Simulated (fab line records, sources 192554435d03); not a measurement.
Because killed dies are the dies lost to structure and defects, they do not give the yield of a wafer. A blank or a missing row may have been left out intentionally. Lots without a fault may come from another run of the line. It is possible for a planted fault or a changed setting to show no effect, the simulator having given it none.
2 desks looking at one fault + flow n5_finfet + numbers are kept per desk, each desk with only its own; the story behind them comes last

## THE TOOL OWNER'S DESK: rie_diel-02
The tool's own readings at N5_MOL_CONTACT_COAG_ETCH_106 (etches SOC in N2/H2, target depth 80 nm, overetch 16 nm, time 120 s): means of the sampled wafers that have a number, for each lot that ran on this tool. If a lot's mean is further than 4 standard deviations from the usual mean, the lot is out of limits and carries the mark OUT (the distance appears in the brackets).
Columns: A = drypump_motor_current_A at N5_MOL_CONTACT_COAG_ETCH_106, usual 5.7 A; B = oes_product_au at N5_MOL_CONTACT_COAG_ETCH_106, usual 0.68 a.u.; C = rf_fwd_power_W at N5_MOL_CONTACT_COAG_ETCH_106, usual 835.7 W; D = rf_vpp_V at N5_MOL_CONTACT_COAG_ETCH_106, usual 523.6 V; E = showerhead_plenum_p_Torr at N5_MOL_CONTACT_COAG_ETCH_106, usual 2.54 Torr; F = throttle_valve_pct at N5_MOL_CONTACT_COAG_ETCH_106, usual 17.97 %
| lot  | first seen here | A   | B    | C                | D               | E    | F     |
|------|-----------------|-----|------|------------------|-----------------|------|-------|
| L811 | day 4 22:33     | 5.9 | 0.66 | 837.4            | 524.4           | 2.57 | 18.07 |
| L820 | day 7 05:00     | 6.3 | 0.62 | 1038.2 (+72) OUT | 489.3 (-13) OUT | 2.61 | 18.13 |
| L823 | day 7 20:54     | 6.0 | 0.66 | 1036.8 (+72) OUT | 489.8 (-13) OUT | 2.64 | 18.10 |
| L825 | day 8 08:53     | 5.9 | 0.61 | 1038.0 (+72) OUT | 489.3 (-13) OUT | 2.61 | 18.11 |
This desk's finding: out of limits on L820, L823, L825; first on L820, day 7 05:00 (rf_fwd_power_W at N5_MOL_CONTACT_COAG_ETCH_106). Within limits: L811.

## AT THE METROLOGY DESK
Lot by lot, what the gauges showed, no matter which tool ran the lot: averages of those sampled wafers that carry a number. If a lot's mean is further than 4 standard deviations from the usual mean, the lot is out of limits and carries the mark OUT (the distance appears in the brackets). Of its 14 readings 7 are shown: the one that was out of limits first, and those that lie furthest out on some lot.
Columns: A = DIBL_N at N5_BEOL_M4_RC_MEAS_101, usual 35.8 mV/V; B = ION_P at N5_BEOL_M4_RC_MEAS_101, usual 461 uA/um; C = RC_DENSE_N at N5_BEOL_M4_RC_MEAS_101, usual 18.97 ohm.um; D = RC_DENSE_P at N5_BEOL_M4_RC_MEAS_101, usual 23.7 ohm.um; E = RC_N at N5_BEOL_M4_RC_MEAS_101, usual 15.45 ohm.um; F = RC_P at N5_BEOL_M4_RC_MEAS_101, usual 19.3 ohm.um; G = SS_N at N5_BEOL_M4_RC_MEAS_101, usual 71.5 mV/dec
| lot  | first seen here | A    | B   | C     | D               | E     | F    | G    |
|------|-----------------|------|-----|-------|-----------------|-------|------|------|
| L810 | day 8 16:16     | 34.3 | 464 | 18.90 | 23.6            | 15.36 | 19.2 | 70.9 |
| L811 | day 9 00:26     | 35.9 | 462 | 18.86 | 23.6            | 15.36 | 19.3 | 72.5 |
| L814 | day 9 07:11     | 35.5 | 464 | 18.98 | 23.6            | 15.40 | 19.2 | 71.5 |
| L820 | day 10 20:37    | 34.9 | 458 | 17.83 | 22.5            | 14.66 | 18.3 | 71.5 |
| L823 | day 11 19:25    | 35.4 | 457 | 17.98 | 22.1 (-4.1) OUT | 14.66 | 18.2 | 72.2 |
| L825 | day 12 05:31    | 38.6 | 460 | 18.32 | 22.8            | 14.94 | 18.6 | 72.1 |
| L829 | day 13 14:13    | 36.3 | 462 | 18.94 | 23.7            | 15.43 | 19.2 | 71.5 |
| L831 | day 13 20:19    | 37.2 | 472 | 19.06 | 23.9            | 15.58 | 19.4 | 71.2 |
| L833 | day 13 21:54    | 35.7 | 458 | 19.21 | 24.0            | 15.63 | 19.7 | 71.7 |
This desk's finding: out of limits on L823; first on L823, day 11 19:25 (RC_DENSE_P at N5_BEOL_M4_RC_MEAS_101). Within limits: L810, L811, L814, L820, L825, L829, L831, L833.

## TAKEN TOGETHER
An alarm could have come from the tool owner's desk at day 7 05:00, on L820, L823, L825.
At day 11 19:25 the metrology desk could have sounded an alarm, on L823.
The metrology desk holds a record of L820, L825, inside its limits.
Every lot named ran N5_MOL_CONTACT_COAG_ETCH_106 on rie_diel-02.

## WHAT THE SIMULATOR HAD INSERTED
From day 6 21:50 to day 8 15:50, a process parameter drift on rie_diel-02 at N5_MOL_CONTACT_COAG_ETCH_106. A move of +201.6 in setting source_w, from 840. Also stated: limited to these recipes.
Lots struck among those shown: L820, L823, L825.
Hours from the fault's start to each desk's first reading out of limits: the tool owner's desk, 7; the metrology desk, 118.
